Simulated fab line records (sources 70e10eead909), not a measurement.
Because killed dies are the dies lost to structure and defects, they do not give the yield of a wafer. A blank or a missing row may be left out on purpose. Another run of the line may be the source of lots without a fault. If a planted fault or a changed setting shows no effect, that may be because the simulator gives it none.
fab line records ; flow nandHarc ; part 2 of 2: steps 25 to 33 of 33
record: lots: 5; wafers: 15; lastDay: 32
route steps=1302 shown A_STAIRCASE@870 A_SGD_CUT@890
lots with no fault: from the same line, run without faults
startH: start of the lot's first displayed wafer, in hours after the record's first day ; waitH: hours since the lot's step before ; " as in the row above ; L1.1+2: a single row standing in for several wafers ; - value missing, or start not given ; * or withheld: withheld ; < > ~ a bound
route shown NAME@n: names a module that has steps shown in the file, with the first one's number in the route ; usual: mean/standard deviation of fault-free wafers ; same: alike in all rows ; chamber/n: place in a boat ; sites: readings site by site ; _std_site: how widely they spread, as a standard deviation ; _edge_site: the outer-site mean with the inner-site mean subtracted ; radiusMm: how far each site lies from the wafer's centre ; mask NAME#n: copy n ; behind: the tool/chamber that last shaped the wafer ; hold: why the lot went on hold/how many hours it stayed there/how the hold came to an end ; device: names the non-switching transistor (n, p or np) ; end of line: the same wafers' tests at the end of the route ; a step with no rows: only its recipe ; killed: dies lost to structure and defects at the first sort, not the wafer's yield ; map: shows each die of a wafer: x if killed, . if not, _ if none is there
set.NAME: the setting that was run; set.NAME@STEP: the one run at that earlier step ; model.NAME: the simulator's own value behind a step, which no gauge read
lots at some steps of the route; a table a step, a row a wafer
services: a tool's chamber out of use, with start hour (startH, from the record's first day; less than 0 if before it), hours out, and reason
== steps ==
step: NHARC_A_SGD_CUT_EBR_05
usual: chillPlateTempC: 23.01/0.11
lot.wafer;tool;chamber;startH;waitH;chillPlateTempC
L081.2;lithoTrack-04;0;-;-;23.18
L081.3;lithoTrack-04;0;-;-;23.04
L081.5;lithoTrack-04;0;-;-;22.99
L088.2;lithoTrack-06;0;-;-;22.97
L088.4;lithoTrack-06;0;-;-;23.07
L088.5;lithoTrack-06;0;-;-;22.94
L086.1;lithoTrack-04;0;-;-;22.98
L086.3;lithoTrack-04;0;-;-;23.03
L086.5;lithoTrack-04;0;-;-;23.15
L092.3;lithoTrack-04;0;-;-;22.96
L092.4;lithoTrack-04;0;-;-;22.91
L092.6;lithoTrack-04;0;-;-;22.91
L093.1;lithoTrack-06;0;-;-;22.91
L093.3;lithoTrack-06;0;-;-;23.16
L093.6;lithoTrack-06;0;-;-;22.96
step: NHARC_A_SGD_CUT_EXPOSE_06
recipe: na: 1.35; doseMj: 85.59; maskId: SGD
lot.wafer;tool;chamber;startH;waitH;mask
L081.2+3+5;arfiScanner-02;0;503.97;-;SGD#0
L088.2+4+5;arfiScanner-02;0;579.92;-;SGD#0
L086.1+3+5;arfiScanner-02;0;583.48;-;SGD#0
L092.3+4+6;arfiScanner-02;0;602.65;-;SGD#0
L093.1+3+6;arfiScanner-01;0;625.75;-;SGD#0
step: NHARC_A_SGD_CUT_PEB_07
recipe: pebTempC: 100; pebTimeS: 65
usual: chillPlateTempC: 23.02/0.11; heaterPowerTotalW: 156.6/0.42
lot.wafer;tool;chamber;startH;waitH;chillPlateTempC;heaterPowerTotalW
L081.2;lithoTrack-04;0;504.02;0.1;22.81;156.2
L081.3;lithoTrack-04;0;504.02;0.1;22.97;156.6
L081.5;lithoTrack-04;0;504.02;0.1;22.97;156.0
L088.2;lithoTrack-06;0;579.98;0.1;23.06;156.5
L088.4;lithoTrack-06;0;579.98;0.1;23.02;155.9
L088.5;lithoTrack-06;0;579.98;0.1;23.04;156.8
L086.1;lithoTrack-01;0;583.54;0.1;22.94;156.1
L086.3;lithoTrack-01;0;583.54;0.1;22.92;157.1
L086.5;lithoTrack-01;0;583.54;0.1;22.86;157.0
L092.3;lithoTrack-06;0;602.70;0.0;22.95;157.1
L092.4;lithoTrack-06;0;602.70;0.0;22.84;157.0
L092.6;lithoTrack-06;0;602.70;0.0;22.93;156.0
L093.1;lithoTrack-01;0;625.81;0.1;22.98;156.9
L093.3;lithoTrack-01;0;625.81;0.1;23.16;156.6
L093.6;lithoTrack-01;0;625.81;0.1;23.12;157.1
step: NHARC_A_SGD_CUT_DEVELOP_08
recipe: developTimeS: 35; devTempC: 23
usual: chillPlateTempC: 23.03/0.12
lot.wafer;tool;chamber;startH;waitH;chillPlateTempC
L081.2;lithoTrack-04;0;-;-;22.98
L081.3;lithoTrack-04;0;-;-;22.80
L081.5;lithoTrack-04;0;-;-;23.01
L088.2;lithoTrack-06;0;-;-;22.90
L088.4;lithoTrack-06;0;-;-;23.04
L088.5;lithoTrack-06;0;-;-;22.88
L086.1;lithoTrack-01;0;-;-;23.02
L086.3;lithoTrack-01;0;-;-;23.00
L086.5;lithoTrack-01;0;-;-;22.93
L092.3;lithoTrack-06;0;-;-;22.93
L092.4;lithoTrack-06;0;-;-;22.99
L092.6;lithoTrack-06;0;-;-;22.81
L093.1;lithoTrack-01;0;-;-;23.00
L093.3;lithoTrack-01;0;-;-;23.18
L093.6;lithoTrack-01;0;-;-;23.11
step: NHARC_A_SGD_CUT_CD_MEAS_09
recipe: targetCdNm: 100; landingEnergyEv: 500
usual: cdNm: 99.9/0.58
same: landingEnergyEv: 500
lot.wafer;tool;chamber;startH;waitH;cdNm
L081.2;cdSem-03;0;504.11;-;99.6
L081.3;cdSem-03;0;504.11;-;100.1
L081.5;cdSem-03;0;504.11;-;99.5
L088.2;cdSem-02;0;580.06;-;99.6
L088.4;cdSem-02;0;580.06;-;99.9
L088.5;cdSem-02;0;580.06;-;99.1
L086.1;cdSem-01;0;583.62;-;100.5
L086.3;cdSem-01;0;583.62;-;99.8
L086.5;cdSem-01;0;583.62;-;99.3
L092.3;cdSem-02;0;602.78;-;99.8
L092.4;cdSem-02;0;602.78;-;100.3
L092.6;cdSem-02;0;602.78;-;100.2
L093.1;cdSem-02;0;625.89;-;100.1
L093.3;cdSem-02;0;625.89;-;99.9
L093.6;cdSem-02;0;625.89;-;99.6
step: NHARC_A_SGD_CUT_OVL_MEAS_10
usual: overlayXNm: -0.1/0.82; overlayYNm: 0.0/0.91
lot.wafer;tool;chamber;startH;waitH;overlayXNm;overlayYNm
L081.2;overlay-01;-;504.19;-;0.6;2.2
L081.3;overlay-01;-;504.19;-;0.0;2.1
L081.5;overlay-01;-;504.19;-;0.0;2.1
L088.2;overlay-01;-;580.15;-;1.4;-1.6
L088.4;overlay-01;-;580.15;-;1.2;-1.9
L088.5;overlay-01;-;580.15;-;0.8;-1.3
L086.1;overlay-02;-;583.71;-;-1.5;-0.2
L086.3;overlay-02;-;583.71;-;-1.5;0.1
L086.5;overlay-02;-;583.71;-;-1.2;-0.3
L092.3;overlay-01;-;602.87;-;-1.5;-0.3
L092.4;overlay-01;-;602.87;-;-1.8;-0.5
L092.6;overlay-01;-;602.87;-;-2.0;-0.7
L093.1;overlay-01;-;625.98;-;-0.1;-0.3
L093.3;overlay-01;-;625.98;-;-0.2;-0.5
L093.6;overlay-01;-;625.98;-;-0.4;-0.3
step: NHARC_A_SGD_CUT_INSPECT_11
usual: rawDefectCount: 55/32
lot.wafer;tool;chamber;startH;waitH;rawDefectCount
L081.2;defectInspect-02;-;504.23;0.0;21
L081.3;defectInspect-02;-;504.23;0.0;17
L081.5;defectInspect-02;-;504.23;0.0;15
L088.2;defectInspect-02;-;580.18;0.0;52
L088.4;defectInspect-02;-;580.18;0.0;49
L088.5;defectInspect-02;-;580.18;0.0;51
L086.1;defectInspect-01;-;583.75;0.0;75
L086.3;defectInspect-01;-;583.75;0.0;63
L086.5;defectInspect-01;-;583.75;0.0;62
L092.3;defectInspect-02;-;602.90;0.0;29
L092.4;defectInspect-02;-;602.90;0.0;12
L092.6;defectInspect-02;-;602.90;0.0;17
L093.1;defectInspect-01;-;626.01;0.0;21
L093.3;defectInspect-01;-;626.01;0.0;21
L093.6;defectInspect-01;-;626.01;0.0;17
step: NHARC_A_SGD_CUT_DESCUM_14
recipe: timeS: 3; o2FlowSccm: 200; arFlowSccm: 0; biasPowerW: 0; chemistry: O2
usual: drypumpMotorCurrentA: 5.5/0.41; oesProductAu: 0.997/0.014; rfVppV: 57.8/0.82; showerheadPlenumPTorr: 1.90/0.076; throttleValvePct: 11.310/0.0099
lot.wafer;tool;chamber;startH;waitH;drypumpMotorCurrentA;oesProductAu;rfHoursCounterH;rfVppV;showerheadPlenumPTorr;throttleValvePct
L081.3;rieDiel-04;3;504.29;0.1;5.8;0.991;11;56.0;1.81;11.308
L081.2;rieDiel-04;0;504.29;0.1;5.5;0.999;12;57.1;1.91;11.307
L081.5;rieDiel-04;0;504.29;0.1;5.5;1.002;-;57.6;1.91;11.318
L088.2;rieDiel-09;3;580.27;0.1;5.6;1.017;3;58.6;1.97;11.324
L088.5;rieDiel-09;1;580.27;0.1;5.8;1.014;-;57.0;1.98;11.303
L088.4;rieDiel-09;3;580.27;0.1;5.6;1.021;-;58.3;1.97;11.303
L086.1;rieDiel-04;0;583.82;0.1;5.5;1.002;2;58.3;1.91;11.309
L086.3;rieDiel-04;1;583.82;0.1;5.4;1.005;3;57.3;1.96;11.317
L086.5;rieDiel-04;3;583.82;0.1;5.8;1.001;-;57.8;1.81;11.319
L092.3;rieDiel-09;3;602.96;0.1;5.6;1.008;4;58.2;1.97;11.309
L092.4;rieDiel-09;0;602.96;0.1;5.0;0.973;4;57.2;1.81;11.306
L092.6;rieDiel-09;3;602.96;0.1;5.6;1.014;-;58.0;1.97;11.299
L093.3;rieDiel-10;1;626.08;0.1;5.9;0.980;1;57.2;1.88;11.290
L093.1;rieDiel-10;3;626.08;0.1;6.4;0.995;1;57.1;1.84;11.314
L093.6;rieDiel-10;0;626.08;0.1;5.2;1.003;-;56.6;1.88;11.326
step: NHARC_A_SGD_CUT_ETCH_58
recipe: targetDepthA: 390; overEtchFrac: 0.3; timeS: 65; ionEnergyEv: 80; cf4FlowSccm: 150; arFlowSccm: 0; rfW: 300; biasW: 100; chemistry: CF4
usual: drypumpMotorCurrentA: 5.5/0.41; oesProductAu: 0.997/0.014; rfVppV: 151.3/1.2; showerheadPlenumPTorr: 1.76/0.064; throttleValvePct: 13.285/0.0096
lot.wafer;tool;chamber;startH;waitH;drypumpMotorCurrentA;oesProductAu;rfHoursCounterH;rfVppV;showerheadPlenumPTorr;throttleValvePct
L081.2;rieDiel-04;3;504.38;0.1;5.8;0.994;11;149.0;1.68;13.277
L081.3;rieDiel-04;0;504.38;0.1;5.5;1.006;12;150.9;1.77;13.293
L081.5;rieDiel-04;2;504.38;0.1;5.0;0.971;-;152.3;1.80;13.287
L088.2;rieDiel-09;3;580.35;0.1;5.6;1.005;3;150.8;1.82;13.304
L088.5;rieDiel-09;3;580.35;0.1;5.6;1.017;-;153.2;1.82;13.295
L088.4;rieDiel-09;0;580.35;0.1;5.0;0.977;-;150.3;1.68;13.270
L086.3;rieDiel-04;1;583.90;0.1;5.4;1.015;3;152.0;1.81;13.294
L086.1;rieDiel-04;3;583.90;0.1;5.8;1.016;3;149.4;1.68;13.274
L086.5;rieDiel-04;0;583.90;0.1;5.5;1.007;-;151.8;1.77;13.285
L092.4;rieDiel-09;3;603.05;0.1;5.6;0.994;4;153.7;1.82;13.297
L092.3;rieDiel-09;2;603.05;0.1;6.2;0.982;3;150.7;1.65;13.283
L092.6;rieDiel-09;0;603.05;0.1;5.0;0.964;-;149.5;1.68;13.288
L093.3;rieDiel-10;3;626.16;0.1;6.4;0.998;1;149.8;1.71;13.281
L093.1;rieDiel-10;2;626.16;0.1;5.2;0.996;2;151.0;1.89;13.280
L093.6;rieDiel-10;3;626.16;0.1;6.3;1.003;-;150.3;1.70;13.287
== services ==
tool;chamber;startH;hours;kind
cmp-04;-;472.66;1.1;repair
rieDiel-13;1;485.28;3.4;repair
cmp-04;-;503.11;4.0;pm
rieDiel-13;3;517.00;2.9;repair
rieDiel-13;2;518.14;4.1;repair
rieDiel-13;-;520.08;9.0;pm
lithoTrack-06;-;529.00;7.0;pm
wetBench-05;-;530.24;1.0;repair
wetBench-06;-;545.60;8.0;pm
pecvd-03;-;547.24;13.0;pm
lithoTrack-04;-;553.00;7.0;pm
cmp-03;-;554.20;4.0;pm
rieDiel-03;2;563.07;2.6;repair
cmp-03;-;563.34;1.5;repair
wetBench-05;-;570.97;1.1;repair
rieDiel-01;2;573.91;10.4;repair
wetBench-04;-;579.23;8.0;pm
cmp-03;-;579.84;1.3;repair
rieDiel-13;-;586.75;0.2;repair
cmp-04;-;594.84;2.8;repair
cmp-04;-;601.11;4.0;pm
cmp-03;-;602.79;0.6;repair
wetBench-05;-;612.80;8.0;pm
cmp-03;-;620.52;0.4;repair
